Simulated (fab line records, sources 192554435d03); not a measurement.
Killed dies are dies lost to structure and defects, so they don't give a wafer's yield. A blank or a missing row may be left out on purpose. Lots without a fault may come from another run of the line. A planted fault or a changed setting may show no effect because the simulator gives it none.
fab line records | flow n5_finfet
record lots=6 wafers=18 last_day=18
route steps=1938 shown BEOL_M12@1613 PASSIVATION@1936
lots that met no fault: from a run of the same line without faults
start_h: hours from the record's first day to the start of the lot's first wafer shown | wait_h: hours since the lot's step before | " the same as in the row above | L1.1+2: a row that stands for several wafers | - no value, or no start given | * or withheld: withheld | < > ~ a bound
route shown NAME@n: a module of which the file shows steps, and the number in the route of the first | usual: mean/standard deviation of fault-free wafers | same: alike in all rows | chamber/n: place in a boat | sites: the reading at each site | _std_site: their standard deviation | _edge_site: outer sites' mean less inner sites' | radius_mm: how far each site lies from the wafer's centre | mask NAME#n: copy n | behind: the tool/chamber that last shaped the wafer | hold: why the lot was held/for how many hours/how that ended | device: the transistor (n, p or np) that didn't switch | end of line: the same wafers' tests at the end of the route | a step without rows: its recipe alone | killed: dies lost to structure and defects at the first sort, not the wafer's yield | map: a wafer's dies, x killed, . not, _ none there
set.NAME: the setting as run; set.NAME@STEP: as run at that earlier step | model.NAME: the simulator's own value behind a step, which no gauge read
lots at some steps of the route; a table a step, a row a wafer
services: from which hour (start_h, from the record's first day; less than 0 if before it) a tool's chamber was out of use, for how many hours, and why
## steps
# step N5_BEOL_M12_OVL_MEAS_11
# recipe points_per_wafer=44
# usual V11_OVL=7/4.6
# columns lot.wafer tool chamber start_h wait_h V11_OVL[nm]
L200.1 overlay-02 0 266.23 0.0 7
L200.4 " 0 " " 1
L200.6 " 0 " " 1
L201.1 overlay-01 0 273.70 0.0 5
L201.5 " 0 " " 2
L201.6 " 0 " " 10
L205.2 overlay-02 0 300.81 0.0 5
L205.3 " 0 " " 7
L205.5 " 0 " " 2
L206.2 overlay-02 0 308.93 0.0 15
L206.4 " 0 " " 18
L206.5 " 0 " " 12
L219.1 overlay-01 0 397.05 0.0 8
L219.3 " 0 " " 11
L219.6 " 0 " " 9
L221.2 overlay-02 0 404.43 0.0 2
L221.5 " 0 " " -1
L221.6 " 0 " " 3
# step N5_BEOL_M12_INSPECT_12
# recipe mode=adi inspect_instrument=macro
# usual raw_defect_count=2.3/1.4
# columns lot.wafer tool chamber start_h wait_h raw_defect_count
L200.1 defect_inspect-02 - 266.25 0.0 3
L200.4 " - " " 3
L200.6 " - " " 4
L201.1 defect_inspect-02 - 273.73 0.0 3
L201.5 " - " " 2
L201.6 " - " " 1
L205.2 defect_inspect-02 - 300.83 0.0 3
L205.3 " - " " 3
L205.5 " - " " 3
L206.2 defect_inspect-01 - 308.96 0.0 3
L206.4 " - " " 2
L206.5 " - " " 3
L219.1 defect_inspect-01 - 397.07 0.0 2
L219.3 " - " " 2
L219.6 " - " " 0
L221.2 defect_inspect-02 - 404.46 0.0 3
L221.5 " - " " 4
L221.6 " - " " 4
# step N5_BEOL_M12_DESCUM_15
# recipe chemistry=O2 time_s=7.9 source_power_w=50 bias_power_w=20 pressure_mtorr=20 rf_frequency_hz=2.712e+07 temp_c=40 o2_flow_sccm=225
# usual drypump_motor_current_A=5.6/0.49 oes_product_au=0.79/0.067 rf_fwd_power_W=49.35/0.24 rf_vpp_V=243.3/1.5 showerhead_plenum_p_Torr=2.10/0.076 throttle_valve_pct=20.40/0.19
# columns lot.wafer tool chamber start_h wait_h drypump_motor_current_A oes_product_au rf_fwd_power_W rf_hours_counter_h rf_vpp_V showerhead_plenum_p_Torr throttle_valve_pct
L200.1 rie_diel-04 0 266.29 0.0 4.9 0.79 49.27 121 241.6 2.03 20.54
L200.4 " 1 " " 5.7 0.72 49.58 203 241.7 1.99 20.15
L200.6 " 0 " " 4.9 0.79 49.09 - 242.8 2.03 20.52
L201.1 rie_diel-06 1 273.76 0.0 5.9 0.85 49.43 70 245.4 2.20 20.28
L201.5 " 0 " " 5.3 0.85 49.51 - 243.0 2.12 20.34
L201.6 " 3 " " 5.0 0.88 49.65 - 244.5 2.21 20.58
L205.2 rie_diel-04 3 300.87 0.0 5.8 0.67 49.23 233 242.8 2.07 20.31
L205.3 " 1 " " 5.7 0.71 49.38 219 242.0 1.98 20.18
L205.5 " 3 " " 5.8 0.67 49.06 - 244.0 2.07 20.32
L206.2 rie_diel-06 2 308.99 0.0 5.3 0.89 49.21 26 243.1 2.15 20.41
L206.4 " 1 " " 5.9 0.83 49.47 80 245.0 2.20 20.31
L206.5 " 1 " " 5.9 0.84 49.55 - 245.1 2.20 20.30
L219.1 rie_diel-06 2 397.64 0.6 5.3 0.83 49.11 56 244.5 2.14 20.46
L219.3 " 1 " " 5.9 0.79 49.41 116 245.9 2.18 20.35
L219.6 " 1 " " 5.9 0.79 49.68 - 245.0 2.18 20.35
L221.2 rie_diel-06 2 404.49 0.0 5.4 0.84 49.15 58 244.3 2.14 20.46
L221.5 " 3 " " 4.9 0.82 49.61 - 243.2 2.19 20.64
L221.6 " 2 " " 5.4 0.85 49.28 - 243.8 2.14 20.47
# step N5_BEOL_M12_ETCH_59
# recipe chemistry=N2/H2 target=BARC target_depth_a=890 overetch_a=267 time_s=67.9 ion_energy_ev=200 pressure_mtorr=30 source_w=840 bias_w=150 n2_flow_sccm=200 h2_flow_sccm=200
# step N5_BEOL_M12_VIA_ETCH_16
# recipe chemistry=C4F8/O2/Ar target=SiOC pressure_mtorr=30 source_w=3000 bias_w=700 Ar_flow_sccm=400 C4F8_flow_sccm=15 O2_flow_sccm=8 he_inner_torr=15 he_outer_torr=30 target_depth_a=7248 time_s=withheld ion_energy_ev=250 ends=cleared
# usual drypump_motor_current_A=5.6/0.49 oes_product_au=0.72/0.06 rf_fwd_power_W=2990/8.4 rf_vpp_V=666/3.4 showerhead_plenum_p_Torr=3.44/0.12 throttle_valve_pct=24.22/0.21
# columns lot.wafer tool chamber start_h wait_h drypump_motor_current_A oes_product_au rf_fwd_power_W rf_vpp_V showerhead_plenum_p_Torr throttle_valve_pct
L200.1 rie_diel-04 0 266.37 0.0 4.9 0.71 2989 661 3.33 24.39
L200.4 " 1 " " 5.8 0.66 2993 661 3.25 23.79
L200.6 " 0 " " 4.9 0.71 2991 662 3.32 24.38
L201.1 rie_diel-06 1 273.85 0.0 5.9 0.77 2989 670 3.61 24.15
L201.5 " 0 " " 5.3 0.77 2982 667 3.44 24.05
L201.6 " 3 " " 5.0 0.80 2990 671 3.63 24.54
L205.2 rie_diel-04 3 300.95 0.0 5.8 0.60 2994 665 3.40 24.20
L205.3 " 1 " " 5.7 0.65 2983 661 3.24 23.80
L205.5 " 3 " " 5.8 0.60 2988 665 3.40 24.20
L206.2 rie_diel-06 2 309.08 0.0 5.3 0.80 2989 668 3.47 24.09
L206.4 " 1 " " 5.9 0.75 2987 670 3.60 24.16
L206.5 " 1 " " 5.9 0.75 2993 669 3.60 24.17
L219.1 rie_diel-06 2 397.72 0.0 5.4 0.75 2990 667 3.46 24.11
L219.3 " 1 " " 5.9 0.72 2981 669 3.58 24.21
L219.6 " 1 " " 5.9 0.72 2994 670 3.58 24.23
L221.2 rie_diel-06 2 404.58 0.0 5.4 0.75 2973 667 3.45 24.11
L221.5 " 3 " " 5.0 0.74 2991 670 3.60 24.59
L221.6 " 2 " " 5.4 0.75 2977 667 3.46 24.13
# step N5_BEOL_M12_STRIP_63
# recipe chemistry=N2/H2 power_w=1000 temp_c=250 h2_frac=0.65 overash_fraction=0.3 pressure_mtorr=1000 n2_flow_sccm=1750 h2_flow_sccm=3250
# usual drypump_motor_current_A=6.38/0.082 heater_power_w=322/17 oes_product_au=0.693/0.0048 strip_time_to_endpoint_s=42.4/0.83
# columns lot.wafer tool chamber start_h wait_h drypump_motor_current_A heater_power_w oes_product_au rf_hours_counter_h strip_time_to_endpoint_s
L200.1 plasma_asher-02 0 266.57 - 6.24 319 0.698 83 42.3
L200.4 " 0 " " 6.23 314 0.698 - 42.2
L200.6 " 1 " " 6.44 348 0.694 - 41.7
L201.1 plasma_asher-02 0 274.05 - 6.23 325 0.699 85 42.3
L201.5 " 1 " " 6.42 345 0.697 - 42.0
L201.6 " 0 " " 6.23 324 0.690 - 41.1
L205.2 plasma_asher-02 0 301.15 - 6.26 320 0.695 90 42.7
L205.3 " 1 " " 6.41 346 0.686 - 43.0
L205.5 " 0 " " 6.24 326 0.692 - 41.9
L206.2 plasma_asher-02 0 309.28 - 6.24 321 0.683 92 42.8
L206.4 " 0 " " 6.24 312 0.684 - 42.2
L206.5 " 1 " " 6.43 349 0.694 - 42.4
L219.1 plasma_asher-01 0 397.92 - 6.41 305 0.697 136 43.4
L219.3 " 0 " " 6.43 299 0.686 - 42.2
L219.6 " 1 " " 6.43 312 0.690 - 42.4
L221.2 plasma_asher-02 0 404.78 - 6.25 326 0.703 110 42.3
L221.5 " 1 " " 6.42 344 0.700 - 42.3
L221.6 " 0 " " 6.25 318 0.692 - 41.8
# step N5_BEOL_M12_STRIP_64
# recipe chemistry=N2/H2 power_w=1000 temp_c=250 h2_frac=0.65 overash_fraction=0.3 pressure_mtorr=withheld n2_flow_sccm=1750 h2_flow_sccm=3250
# usual drypump_motor_current_A=6.38/0.082 heater_power_w=322/17 oes_product_au=0.715/0.0044 strip_time_to_endpoint_s=31.34/0.086
# columns lot.wafer tool chamber start_h wait_h drypump_motor_current_A heater_power_w oes_product_au rf_hours_counter_h strip_time_to_endpoint_s
L200.1 plasma_asher-02 0 266.63 0.0 6.24 320 0.712 83 31.34
L200.4 " 0 " " 6.22 328 0.707 - 31.32
L200.6 " 1 " " 6.44 337 0.715 - 31.35
L201.1 plasma_asher-02 0 274.11 0.0 6.26 320 0.720 85 31.35
L201.5 " 1 " " 6.45 352 0.710 - 31.46
L201.6 " 0 " " 6.26 321 0.717 - 31.36
L205.2 plasma_asher-02 0 301.21 0.0 6.22 324 0.717 90 31.25
L205.3 " 1 " " 6.44 344 0.723 - 31.30
L205.5 " 0 " " 6.23 318 0.721 - 31.25
L206.2 plasma_asher-02 0 309.34 0.0 6.24 318 0.710 92 31.42
L206.4 " 0 " " 6.24 319 0.713 - 31.33
L206.5 " 1 " " 6.43 346 0.717 - 31.38
L219.1 plasma_asher-01 0 397.98 0.0 6.44 300 0.723 136 31.30
L219.3 " 0 " " 6.41 303 0.721 - 31.28
L219.6 " 1 " " 6.43 308 0.709 - 31.31
L221.2 plasma_asher-02 0 404.84 0.0 6.24 328 0.711 110 31.27
L221.5 " 1 " " 6.43 348 0.713 - 31.25
L221.6 " 0 " " 6.22 318 0.710 - 31.35
# step N5_BEOL_M12_STRIP_71
# recipe chemistry=post_etch_residue_remover time_s=60 temp_c=25 remover_ph=withheld remover_water_wt_pct=withheld remover_fluoride_wt_pct=withheld
# step N5_BEOL_M12_SRD_72
# recipe time_s=30 temp_c=23 rinse_liquid=diw dry=n2_spin spin_rpm=1500 dry_time_s=30
# step N5_BEOL_M12_CD_MEAS_17
# recipe target_cd_nm=140 polarity=opening
# usual cd_nm=140.6/2
# columns lot.wafer tool chamber start_h wait_h cd_nm
L200.1 cd_sem-01 - 266.80 0.0 140.6
L200.4 " - " " 140.8
L200.6 " - " " 143.9
L201.1 cd_sem-01 - 274.25 0.0 141.9
L201.5 " - " " 139.1
L201.6 " - " " 140.8
L205.2 cd_sem-02 - 301.36 0.0 139.4
L205.3 " - " " 140.9
L205.5 " - " " 140.4
L206.2 cd_sem-02 - 309.48 0.0 144.0
L206.4 " - " " 143.0
L206.5 " - " " 143.1
L219.1 cd_sem-01 - 398.13 0.0 140.4
L219.3 " - " " 140.9
L219.6 " - " " 138.5
L221.2 cd_sem-01 - 404.98 0.0 140.3
L221.5 " - " " 141.6
L221.6 " - " " 143.7
# step N5_BEOL_M12_COAT_65
# recipe resist=SOC temp_c=250 time_s=60 spin_rpm=1500 resist_thk_nm=300
# step N5_BEOL_M12_COAT_66
# recipe resist=SiARC temp_c=220 time_s=60 spin_rpm=1500 resist_thk_nm=110
# step N5_BEOL_M12_COAT_22
# recipe spin_rpm=2888 resist_thk_nm=300
# usual spin_speed_rpm=2887.5/1.8
# columns lot.wafer tool chamber start_h wait_h spin_speed_rpm model.coat_of_BEOL_M12_COAT_22.thk_nm
L200.1 litho_track-01 0 266.85 - 2887.4 301.2
L200.4 " 0 " " 2886.0 300.2
L200.6 " 0 " " 2890.2 300.6
L201.1 litho_track-01 0 274.30 - 2886.8 300.4
L201.5 " 0 " " 2889.5 300.4
L201.6 " 0 " " 2886.8 300.8
L205.2 litho_track-01 0 301.40 - 2650.5 312.2
L205.3 " 0 " " 2651.4 313
L205.5 " 0 " " 2650.2 313.4
L206.2 litho_track-01 0 309.53 - 2649.7 312.2
L206.4 " 0 " " 2651.8 312.2
L206.5 " 0 " " 2653.0 312.6
L219.1 litho_track-03 0 398.18 - 2888.7 301.6
L219.3 " 0 " " 2885.7 301.4
L219.6 " 0 " " 2887.5 301.8
L221.2 litho_track-04 0 405.03 - 2889.1 300.6
L221.5 " 0 " " 2887.2 299.4
L221.6 " 0 " " 2887.4 300.4
# step N5_BEOL_M12_EBR_24
# recipe solvent=PGMEA ebr_width_mm=1.5
# step N5_BEOL_M12_SOFTBAKE_23
# recipe temp_c=130 time_s=60
# step N5_BEOL_M12_EXPOSE_25
# recipe mask_id=M12 na=0.93 source_shape=conventional sigma_outer=0.4 polarization=unpolarized dose_mj=21.8
# step N5_BEOL_M12_PEB_26
# recipe peb_temp_c=130 peb_time_s=90
# step N5_BEOL_M12_DEVELOP_27
# recipe develop_time_s=45 rinse_liquid=diw dry=air_spin dev_temp_c=21
# step N5_BEOL_M12_HARDBAKE_32
# recipe temp_c=130 time_s=120
# step N5_BEOL_M12_CD_MEAS_28
# recipe target_cd_nm=160.2 landing_energy_ev=500 detector=se_inlens polarity=opening
# usual cd_nm=160.1/1.5
# columns lot.wafer tool chamber start_h wait_h cd_nm
L200.1 cd_sem-02 0 267.13 - 158.7
L200.4 " 0 " " 159.9
L200.6 " 0 " " 156.3
L201.1 cd_sem-02 0 274.58 - 161.8
L201.5 " 0 " " 160.7
L201.6 " 0 " " 161.7
L205.2 cd_sem-03 0 301.80 - 159.4
L205.3 " 0 " " 159.6
L205.5 " 0 " " 159.5
L206.2 cd_sem-02 0 309.81 - 161.3
L206.4 " 0 " " 161.4
L206.5 " 0 " " 160.7
L219.1 cd_sem-01 0 398.46 - 161.7
L219.3 " 0 " " 158.9
L219.6 " 0 " " 160.1
L221.2 cd_sem-02 0 405.44 - 161.2
L221.5 " 0 " " 159.9
L221.6 " 0 " " 160.6
# step N5_BEOL_M12_OVL_MEAS_29
# recipe points_per_wafer=44
# usual M12_OVL=-2/5.1
# columns lot.wafer tool chamber start_h wait_h M12_OVL[nm]
L200.1 overlay-01 0 267.16 0.0 -6
L200.4 " 0 " " -3
L200.6 " 0 " " -7
L201.1 overlay-02 0 274.61 0.0 -3
L201.5 " 0 " " 3
L201.6 " 0 " " -1
L205.2 overlay-01 0 301.86 0.1 1
L205.3 " 0 " " 6
L205.5 " 0 " " 4
L206.2 overlay-01 0 309.84 0.0 -11
L206.4 " 0 " " -2
L206.5 " 0 " " -1
L219.1 overlay-01 0 398.49 0.0 -10
L219.3 " 0 " " -2
L219.6 " 0 " " -10
L221.2 overlay-01 0 405.47 0.0 -6
L221.5 " 0 " " 2
L221.6 " 0 " " -4
# step N5_BEOL_M12_INSPECT_30
# recipe mode=adi inspect_instrument=macro
# usual raw_defect_count=1.9/1.3
# columns lot.wafer tool chamber start_h wait_h raw_defect_count
L200.1 defect_inspect-02 - 267.18 0.0 1
L200.4 " - " " 3
L200.6 " - " " 2
L201.1 defect_inspect-02 - 274.63 0.0 1
L201.5 " - " " 5
L201.6 " - " " 3
L205.2 defect_inspect-02 - 301.88 0.0 4
L205.3 " - " " 5
L205.5 " - " " 4
L206.2 defect_inspect-02 - 309.86 0.0 2
L206.4 " - " " 0
L206.5 " - " " 4
L219.1 defect_inspect-02 - 398.51 0.0 0
L219.3 " - " " 3
L219.6 " - " " 3
L221.2 defect_inspect-02 - 405.49 0.0 1
L221.5 " - " " 2
L221.6 " - " " 1
# step N5_BEOL_M12_DESCUM_33
# recipe chemistry=O2 time_s=7.9 source_power_w=50 bias_power_w=20 pressure_mtorr=20 rf_frequency_hz=2.712e+07 temp_c=40 o2_flow_sccm=225
# step N5_BEOL_M12_ETCH_67
# recipe chemistry=CF4 target=SiARC target_depth_a=1430 time_s=238.3 ion_energy_ev=80 pressure_mtorr=40 source_w=545 bias_w=36 Ar_flow_sccm=100 cf4_flow_sccm=100 ends=cleared
# usual drypump_motor_current_A=5.6/0.52 etch_rf_on_time_s=238/4.7 oes_product_au=0.69/0.066 rf_fwd_power_W=543.0/1.9 rf_vpp_V=184.0/1.2 showerhead_plenum_p_Torr=2.14/0.082 throttle_valve_pct=15.60/0.19
# columns lot.wafer tool chamber start_h wait_h drypump_motor_current_A etch_rf_on_time_s oes_product_au rf_fwd_power_W rf_hours_counter_h rf_vpp_V showerhead_plenum_p_Torr throttle_valve_pct model.coat_of_BEOL_M12_COAT_22.thk_nm
L200.1 rie_diel-04 2 267.25 0.0 6.8 246 0.56 544.5 246 185.0 2.11 16.11 212.8
L200.4 " 0 " " 5.0 241 0.67 543.2 121 182.4 2.07 15.63 211.6
L200.6 " 2 " " 6.8 246 0.56 544.4 - 184.9 2.11 16.11 212.2
L201.1 rie_diel-03 3 274.84 0.0 5.7 233 0.67 542.3 127 182.6 2.06 15.45 211.6
L201.5 " 3 " " 5.7 236 0.67 544.2 - 181.8 2.06 15.45 211.4
L201.6 " 0 " " 5.2 238 0.65 543.8 - 185.6 2.23 15.73 212.2
L205.2 rie_diel-03 0 302.14 0.0 5.1 240 0.63 543.6 150 185.0 2.22 15.76 223.8
L205.3 " 2 " " 5.6 248 0.66 543.5 115 183.0 2.06 15.75 224.6
L205.5 " 0 " " 5.2 240 0.63 543.8 - 185.4 2.22 15.74 224.8
L206.2 rie_diel-06 2 309.93 0.0 5.4 232 0.77 542.5 26 184.8 2.18 15.45 223.2
L206.4 " 1 " " 5.9 233 0.73 542.6 81 185.7 2.26 15.59 223.4
L206.5 " 0 " " 5.3 240 0.72 544.2 - 184.2 2.17 15.54 224
L219.1 rie_diel-03 3 398.58 0.0 5.7 242 0.63 542.8 173 181.4 2.05 15.52 212.6
L219.3 " 1 " " 6.3 247 0.62 542.0 174 185.4 2.14 15.48 212.4
L219.6 " 0 " " 5.2 242 0.62 539.1 - 184.9 2.21 15.78 212.8
L221.2 rie_diel-04 0 405.56 0.0 4.9 242 0.63 542.1 177 182.7 2.05 15.77 212
L221.5 " 0 " " 4.9 241 0.62 540.2 - 183.7 2.05 15.75 210.8
L221.6 " 1 " " 5.7 238 0.81 541.7 - 185.1 2.28 15.00 211.8
# step N5_BEOL_M12_ETCH_68
# recipe chemistry=N2/H2 target=SOC mask_material=SiARC source_w=3000 bias_w=350 temp_c=40 time_s=285 ion_energy_ev=200 pressure_mtorr=30 n2_flow_sccm=200 h2_flow_sccm=200
# usual drypump_motor_current_A=5.6/0.51 oes_product_au=0.80/0.076 rf_fwd_power_W=2992/9.5 rf_vpp_V=523.7/2.8 showerhead_plenum_p_Torr=2.54/0.097 throttle_valve_pct=17.69/0.22
# columns lot.wafer tool chamber start_h wait_h drypump_motor_current_A oes_product_au rf_fwd_power_W rf_hours_counter_h rf_vpp_V showerhead_plenum_p_Torr throttle_valve_pct
L200.1 rie_diel-04 2 267.40 0.1 6.8 0.66 2986 246 522.4 2.50 18.23
L200.4 " 0 " " 5.0 0.79 2982 121 521.4 2.44 17.82
L200.6 " 2 " " 6.8 0.65 3003 - 522.9 2.50 18.26
L201.1 rie_diel-03 3 274.98 0.1 5.7 0.77 2969 128 519.8 2.44 17.68
L201.5 " 3 " " 5.7 0.77 2994 - 521.4 2.44 17.66
L201.6 " 0 " " 5.1 0.75 2998 - 526.1 2.63 17.73
L205.2 rie_diel-03 0 302.28 0.1 5.2 0.74 2997 150 527.1 2.63 17.78
L205.3 " 2 " " 5.6 0.79 2979 115 521.0 2.44 17.92
L205.5 " 0 " " 5.2 0.75 2981 - 527.3 2.63 17.78
L206.2 rie_diel-06 2 310.08 0.1 5.3 0.88 2973 26 525.2 2.57 17.49
L206.4 " 1 " " 5.9 0.83 2997 81 529.2 2.69 17.70
L206.5 " 0 " " 5.3 0.84 2979 - 524.2 2.58 17.77
L219.1 rie_diel-03 3 398.73 0.1 5.7 0.73 2994 173 519.5 2.42 17.76
L219.3 " 1 " " 6.3 0.74 3002 174 523.0 2.52 17.44
L219.6 " 0 " " 5.2 0.72 2986 - 525.8 2.61 17.82
L221.2 rie_diel-04 0 405.71 0.1 4.9 0.74 2990 178 520.7 2.42 17.93
L221.5 " 0 " " 4.9 0.74 2992 - 521.2 2.42 17.95
L221.6 " 1 " " 5.7 0.95 2988 - 528.6 2.72 17.04
# step N5_PASSIVATION_PROBE_49
# usual defect_limited_yield=91.2/1.4 killed_at_M0_to_M3=34/9.4 killed_at_M4_up=14/5.6 killed_at_contacts=13/7.8 killed_at_front_end=37/10 killed_at_other=4/3.3 killed_dies=103/17 killed_open=68/13 killed_short=33/8.2 sort_bin_5_function=5.1/0.92 sort_bin_6_memory=3.3/0.71 sort_n_pass=1077/17 sort_yield_pct=91.2/1.4
# same gross_dies=1180 killed_at_back_side=0 sort_bin_4_leakage[%]=0 sort_bin_8_speed[%]=0
# columns lot.wafer tool chamber start_h wait_h defect_limited_yield[%] killed_at_M0_to_M3 killed_at_M4_up killed_at_contacts killed_at_front_end killed_at_other killed_dies killed_open killed_short sort_bin_5_function[%] sort_bin_6_memory[%] sort_n_pass sort_yield_pct[%]
L201.1 prober-02 - 309.04 0.0 87.3 29 23 24 70 4 150 97 53 6.7 5.3 1030 87.3
L201.5 prober-02 - 309.24 0.2 90.8 34 25 10 38 2 109 69 40 5.0 3.6 1071 90.8
L201.6 prober-02 - 309.29 0.3 90.8 28 19 11 44 6 108 65 43 4.7 3.9 1072 90.8
# killed by level:class
L201.1 STI_FIN_REVEAL:geometric_particle:open=21 FIN_SAQP:geometric_particle:short=18 MOL_CONTACT_COAG:geometric_particle:open=18 FIN_SAQP:geometric_particle:open=12 BEOL_M4:geometric_particle:open=11 BEOL_M4:geometric_particle:short=8 BEOL_M0_SAQP:geometric_particle:open=7 MOL_CONTACT_COAG:geometric_particle:short=6
L201.5 BEOL_M4:geometric_particle:open=12 MOL_CONTACT_COAG:geometric_particle:open=9 BEOL_M0_SAQP:geometric_particle:short=9 FIN_SAQP:geometric_particle:short=8 STI_FIN_REVEAL:geometric_particle:open=8 BEOL_M2:geometric_particle:open=7 BEOL_M0_SAQP:geometric_particle:open=6 STARTING-WAFER:geometric_particle:short=6
L201.6 BEOL_M0_SAQP:geometric_particle:short=12 BEOL_M4:geometric_particle:open=12 STI_FIN_REVEAL:geometric_particle:open=11 FIN_SAQP:geometric_particle:open=9 MOL_CONTACT_COAG:geometric_particle:open=8 FIN_SAQP:geometric_particle:short=6 BEOL_M1:geometric_particle:open=5 STARTING-WAFER:geometric_particle:open=5
## services
# columns tool chamber start_h hours kind
rie_diel-03 1 265.87 8.3 repair
rie_diel-04 2 281.12 - clean
rie_diel-04 2 281.12 - consumable_replace:focus_ring
rie_diel-04 2 281.12 32.3 scheduled_down
rie_diel-04 2 281.12 32.3 vent_cycle
plasma_asher-01 - 287.13 3.1 repair
rie_diel-03 0 314.36 19.1 repair
rie_diel-03 1 319.35 9.5 repair
rie_diel-06 0 335.30 4.4 repair
rie_diel-03 3 338.59 11.0 repair
plasma_asher-02 - 338.81 2.4 repair
rie_diel-04 3 341.90 - clean
rie_diel-04 3 341.90 - consumable_replace:focus_ring
rie_diel-04 3 341.90 15.6 scheduled_down
rie_diel-04 3 341.90 15.6 vent_cycle
rie_diel-04 2 358.26 6.6 repair
rie_diel-06 2 379.85 11.7 repair
rie_diel-03 2 380.00 12.7 repair
rie_diel-04 1 384.22 - clean
rie_diel-04 1 384.22 - consumable_replace:focus_ring
rie_diel-04 1 384.22 - consumable_replace:showerhead
rie_diel-06 0 386.76 22.5 repair
rie_diel-03 2 394.52 8.1 repair
rie_diel-06 - 396.50 0.7 repair
## key
first_sign step=N5_BEOL_M12_COAT_22 reading=spin_speed_rpm direction=down sigmas=99+ usual=* struck=*
effect none on later readings
model_effect step=N5_BEOL_M12_COAT_22 value=coat_of_BEOL_M12_COAT_22.thk_nm without=299.6 struck=312.6
model_effect step=N5_BEOL_M12_ETCH_67 value=coat_of_BEOL_M12_COAT_22.thk_nm without=210.8 struck=224
met_at N5_BEOL_M12_COAT_22
struck_wafers L205.2,L205.3,L205.5,L206.2,L206.4,L206.5
onset_between 274.30 301.40
fault kind=process_parameter_drift tool=litho_track-01 chamber=- onset_h=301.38 steps=N5_BEOL_M12_COAT_22 channel=spin_rpm offset=* shape=step end_h=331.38 acts_in=* stated=*
